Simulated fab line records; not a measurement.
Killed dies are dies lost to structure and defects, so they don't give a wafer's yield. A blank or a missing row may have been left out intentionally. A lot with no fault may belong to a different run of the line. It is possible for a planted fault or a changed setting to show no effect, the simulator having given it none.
Chamber matching	flow nand-harc	rie-diel-06 running NHARC_A_STAIRCASE_TRIM_196: 4 sister chambers
The step chemistry O2, time 211.2 s. 4 wafers are shown with their chamber, then 8 later ones without.

## WAFERS WITH THEIR CHAMBER
wafer	chamber	showerhead-plenum-p-Torr (Torr)
L083.2	1	3.78
L086.4	3	3.43
L091.5	2	3.60
L092.2	0	3.33

## WAFERS WHOSE CHAMBER IS MISSING
wafer	showerhead-plenum-p-Torr (Torr)
L092.3	3.42
L092.4	3.60
L093.2	3.33
L093.4	3.42
L093.6	3.77
L096.1	3.33
L096.5	3.59
L096.6	3.76

## CHAMBER TAKEN BY EACH
wafer	from the rows above	in truth
L092.3	3	3
L092.4	2	2
L093.2	0	0
L093.4	3	3
L093.6	1	1
L096.1	0	0
L096.5	2	2
L096.6	1	1
Correct placement for 8 of the 8. Not placeable from these rows: 0. Placed wrongly: 0.
How it was worked out, from the rows above alone: a wafer's distance from a chamber is the root of the sum, over the readings, of the square of ((its reading less the chamber's mean) divided by the reading's scatter). The wafer belongs to the nearest chamber; if the next one is less than 2 further off, it can't be placed. For every chamber, the mean is computed from those of its wafers that are shown. The scatter: root of mean squared gap, hidden wafer to nearest shown wafer, with one shown wafer a chamber.
